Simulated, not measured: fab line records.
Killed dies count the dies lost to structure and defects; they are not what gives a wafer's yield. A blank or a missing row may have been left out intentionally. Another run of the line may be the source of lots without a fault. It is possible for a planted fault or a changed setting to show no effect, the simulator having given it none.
Which of the tools did it? -- flow n5-finfet -- Sampling: 15 lots, 45 wafers, 2 of 1938 route steps

WHAT THE GAUGES SHOWED, per wafer
N5_HKMG_FIN_CD_MEAS_12 targets a cd of 92.8 nm.
lot,measured,on,cd-nm (nm)
L692,day 4 11:59,cd-sem-01,93.1 94.0 93.3
L695,day 5 08:11,cd-sem-02,93.8 93.8 93.7
L696,day 5 09:25,cd-sem-02,93.2 92.9 91.5
L698,day 5 21:10,cd-sem-02,93.2 92.4 91.5
L699,day 6 04:10,cd-sem-01,92.7 92.4 92.0
L702,day 6 23:25,cd-sem-02,93.8 93.4 92.6
L703,day 7 07:02,cd-sem-03,92.2 92.5 92.2
L704,day 7 08:18,cd-sem-01,93.4 93.7 93.0
L707,day 8 02:33,cd-sem-02,92.8 93.2 93.8
L708,day 8 12:50,cd-sem-02,93.2 93.6 93.5
L709,day 8 19:29,cd-sem-03,92.1 92.5 90.8
L710,day 8 23:58,cd-sem-03,90.7 92.7 91.7
L711,day 9 04:14,cd-sem-03,90.7 91.6 90.4
L712,day 9 09:11,cd-sem-03,91.9 91.9 92.4
L714,day 10 00:53,cd-sem-01,91.6 93.6 91.7

N5_HKMG_FIN_INSPECT_14: inspects for defects (macro).
lot,measured,on,raw-defect-count
L692,day 4 12:02,defect-inspect-02,2 3 3
L695,day 5 08:14,defect-inspect-01,2 2 1
L696,day 5 09:28,defect-inspect-01,4 3 4
L698,day 5 21:14,defect-inspect-02,1 6 2
L699,day 6 04:13,defect-inspect-01,2 2 4
L702,day 6 23:28,defect-inspect-01,5 1 2
L703,day 7 07:05,defect-inspect-01,5 3 1
L704,day 7 08:22,defect-inspect-01,3 2 1
L707,day 8 02:36,defect-inspect-01,4 1 1
L708,day 8 12:53,defect-inspect-02,1 4 2
L709,day 8 19:32,defect-inspect-02,1 3 0
L710,day 9 00:01,defect-inspect-01,3 3 3
L711,day 9 04:17,defect-inspect-02,1 1 2
L712,day 9 09:14,defect-inspect-02,1 3 2
L714,day 10 00:56,defect-inspect-02,1 2 4

WHAT TOOL EACH LOT RAN ON (gives the tool, then ch and the chambers of the sampled wafers, and finally the start)
Before these readings, the record contains no process step.

WHAT THE TOOLS THEMSELVES READ (means of the sampled wafers that have a number; where no wafer has one, the mark that the record gives instead)
The record holds no such reading with a usual standard deviation.

THE ANSWER, worked out from the rows above alone
Rule: what is usual is taken from the lots themselves. The widest of any qualifying gaps counts: lots, ordered by their means at a reading, are off when they make up no more than a third of the lots, leave a main group of 4 or more, and stand apart from it by 3 or more times the standard deviation of that group's means. Not used: any main group whose means are identical at the precision the tables above print for the reading. Also off: a lot with no number at a reading for which 4 or more lots have one. Any other lot the step has rows for is counted as sound. After the gauges, taken in route order, come the tools' own readings; for these a lot's mean is taken, as printed above. At the first step where some lot is off, the reading lying furthest off is the one used; lots without a number count as furthest.
No lot is off at any reading shown: from this, nothing can be told.

WHAT WAS PUT IN BY THE SIMULATOR
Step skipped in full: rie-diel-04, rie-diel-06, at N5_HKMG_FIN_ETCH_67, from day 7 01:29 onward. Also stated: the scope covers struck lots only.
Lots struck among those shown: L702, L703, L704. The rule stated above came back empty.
